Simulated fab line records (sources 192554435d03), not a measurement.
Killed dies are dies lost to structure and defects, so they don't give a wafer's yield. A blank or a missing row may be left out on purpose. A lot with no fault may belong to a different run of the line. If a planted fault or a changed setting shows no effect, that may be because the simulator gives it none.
What tool caused it? | flow n5Finfet | 72 wafers from 24 lots sampled at 2 of the route's 1938 steps

## WHAT THE GAUGES SHOWED, per wafer
N5_BEOL_M9_CD_MEAS_18: pitch 140 nm, target cd 70 nm. Usual: cdNm reads 70.0 nm (standard deviation 0.59).
lot  | measured     | on       | cdNm (nm)      | flag
L075 | day 9 12:20  | cdSem-01 | 69.5 70.4 70.0 | 
L074 | day 9 17:43  | cdSem-01 | 71.6 70.6 70.4 | 
L076 | day 10 08:42 | cdSem-01 | 70.2 70.4 70.1 | 
L077 | day 10 10:40 | cdSem-03 | 70.2 70.2 69.6 | 
L078 | day 10 10:48 | cdSem-03 | 69.8 70.9 71.2 | 
L079 | day 10 15:29 | cdSem-02 | 70.2 70.0 71.0 | 
L080 | day 10 16:19 | cdSem-01 | 70.1 70.8 70.9 | 
L081 | day 10 20:41 | cdSem-02 | 70.0 69.8 70.7 | 
L082 | day 11 08:28 | cdSem-01 | 70.0 71.4 70.7 | 
L083 | day 11 09:14 | cdSem-01 | 70.4 69.9 70.3 | 
L084 | day 11 12:40 | cdSem-01 | 69.4 70.2 70.2 | 
L085 | day 11 15:53 | cdSem-01 | 69.6 69.1 69.1 | 
L087 | day 15 03:28 | cdSem-03 | 70.4 71.0 69.6 | 
L086 | day 15 16:06 | cdSem-02 | 70.1 68.7 69.2 | 
L088 | day 15 16:18 | cdSem-03 | 70.2 69.8 69.6 | 
L093 | day 15 17:21 | cdSem-03 | 70.4 70.6 71.0 | 
L089 | day 15 17:37 | cdSem-03 | 69.6 70.1 69.5 | 
L096 | day 16 02:47 | cdSem-03 | 70.2 69.9 71.4 | 
L094 | day 16 02:56 | cdSem-02 | 70.2 70.0 70.9 | 
L091 | day 16 06:04 | cdSem-03 | 69.5 68.8 69.6 | 
L090 | day 16 10:36 | cdSem-02 | 70.7 69.6 70.7 | 
L095 | day 16 13:07 | cdSem-03 | 70.0 69.5 69.6 | 
L097 | day 16 15:51 | cdSem-03 | 69.8 69.5 69.5 | 
L092 | day 16 21:26 | cdSem-02 | 69.2 68.9 69.2 | 

## TOOL THAT RAN EACH LOT (tool first, then ch and the chambers of the sampled wafers, then the start)
lot  | N5_BEOL_M9_HM_OPEN_17
L075 | rieMetal-02 ch 0,1, day 9 12:10
L074 | rieMetal-02 ch 0,1, day 9 17:32
L076 | rieMetal-03 ch 0,1, day 10 08:31
L077 | rieMetal-03 ch 1, day 10 10:24
L078 | rieMetal-02 ch 0,1, day 10 10:37
L079 | rieMetal-02 ch 0,1, day 10 15:18
L080 | rieMetal-03 ch 0,1, day 10 16:08
L081 | rieMetal-03 ch 0,1, day 10 20:32
L082 | rieMetal-02 ch 1, day 11 08:15
L083 | rieMetal-03 ch 0,1, day 11 08:54
L084 | rieMetal-03 ch 0,1, day 11 12:28
L085 | rieMetal-01 ch 0,1, day 11 15:37
L087 | rieMetal-03 ch 0,1, day 15 03:16
L086 | rieMetal-03 ch 0,1, day 15 15:55
L088 | rieMetal-03 ch 0,1, day 15 16:07
L093 | rieMetal-01 ch 0,1, day 15 17:12
L089 | rieMetal-02 ch 0,1, day 15 17:27
L096 | rieMetal-01 ch 0,1, day 16 02:29
L094 | rieMetal-01 ch 0, day 16 02:45
L091 | rieMetal-01 ch 0,1, day 16 05:52
L090 | rieMetal-03 ch 1, day 16 10:13
L095 | rieMetal-02 ch 0,1, day 16 12:58
L097 | rieMetal-02 ch 0,1, day 16 15:41
L092 | rieMetal-03 ch 1, day 16 21:15
- N5_BEOL_M9_HM_OPEN_17: chemistry Cl2/BCl3, target TiN, target depth 20 nm, overetch 6 nm.

## WHAT THE TOOLS THEMSELVES READ (means of the sampled wafers that have a number; where no wafer has one, the mark that the record gives instead)
N5_BEOL_M9_HM_OPEN_17. Usual: chamberPressureMTorr 10.000 mTorr, standard deviation 0.0096; drypumpMotorCurrentA 5.9 A, standard deviation 0.3; mfcCl2Sccm 53.26 sccm, standard deviation 0.16; oesProductAu 0.68 a.u., standard deviation 0.045; throttleValvePct 22.15 %, standard deviation 0.15.
lot  | tool        | chamberPressureMTorr (mTorr) | drypumpMotorCurrentA (A) | mfcCl2Sccm (sccm) | oesProductAu (a.u.) | throttleValvePct (%) | flag
L075 | rieMetal-02 | 10.000                       | 5.9                      | 53.20             | 0.74                | 22.21                | 
L074 | rieMetal-02 | 9.997                        | 5.6                      | 53.25             | 0.71                | 22.31                | 
L076 | rieMetal-03 | 9.991                        | 5.9                      | 53.30             | 0.67                | 22.13                | 
L077 | rieMetal-03 | 9.992                        | 6.0                      | 53.29             | 0.69                | 22.21                | 
L078 | rieMetal-02 | 10.000                       | 5.6                      | 53.32             | 0.71                | 22.30                | 
L079 | rieMetal-02 | 10.000                       | 5.6                      | 53.24             | 0.72                | 22.31                | 
L080 | rieMetal-03 | 10.003                       | 6.0                      | 53.29             | 0.67                | 22.13                | 
L081 | rieMetal-03 | 10.003                       | 6.0                      | 53.20             | 0.65                | 22.03                | 
L082 | rieMetal-02 | 10.000                       | 5.3                      | 53.03             | 0.69                | 22.39                | 
L083 | rieMetal-03 | 10.001                       | 6.0                      | 53.37             | 0.65                | 22.03                | 
L084 | rieMetal-03 | 9.992                        | 6.0                      | 53.23             | 0.67                | 22.13                | 
L085 | rieMetal-01 | 10.004                       | 6.0                      | 53.28             | 0.69                | 22.06                | 
L087 | rieMetal-03 | 10.003                       | 6.0                      | 53.45             | 0.65                | 22.14                | 
L086 | rieMetal-03 | 10.001                       | 6.0                      | 53.17             | 0.64                | 22.17                | 
L088 | rieMetal-03 | 10.001                       | 6.0                      | 52.89             | 0.62                | 22.06                | 
L093 | rieMetal-01 | 10.013                       | 6.0                      | 53.14             | 0.67                | 22.10                | 
L089 | rieMetal-02 | 9.994                        | 5.9                      | 53.02             | 0.70                | 22.25                | 
L096 | rieMetal-01 | 10.007                       | 5.8                      | 53.30             | 0.69                | 22.06                | 
L094 | rieMetal-01 | 9.999                        | 5.6                      | 53.49             | 0.72                | 22.04                | 
L091 | rieMetal-01 | 10.005                       | 5.8                      | 53.32             | 0.69                | 22.06                | 
L090 | rieMetal-03 | 9.996                        | 5.9                      | 53.34             | 0.67                | 22.25                | 
L095 | rieMetal-02 | 10.004                       | 5.9                      | 53.25             | 0.70                | 22.25                | 
L097 | rieMetal-02 | 10.010                       | 5.6                      | 53.21             | 0.68                | 22.32                | 
L092 | rieMetal-03 | 9.997                        | 5.9                      | 53.32             | 0.66                | 22.27                | 

## THE ANSWER, worked out from the rows above alone
Rule: lot off if the mean of its wafers having a number is beyond 3 standard deviations from the usual mean. A lot without any number at a reading at which 4 lots or more have one is off too. Any other lot the step has rows for is counted as sound. Order of review: gauges by route order, followed by the tools' own readings, for which a lot's mean as printed above is used. The first step at which some lot is off is used, and at that step the reading that is off furthest; a lot without a number counts as furthest.
None of the lots is off at any reading shown; this tells nothing.

## WHAT WAS PUT IN BY THE SIMULATOR
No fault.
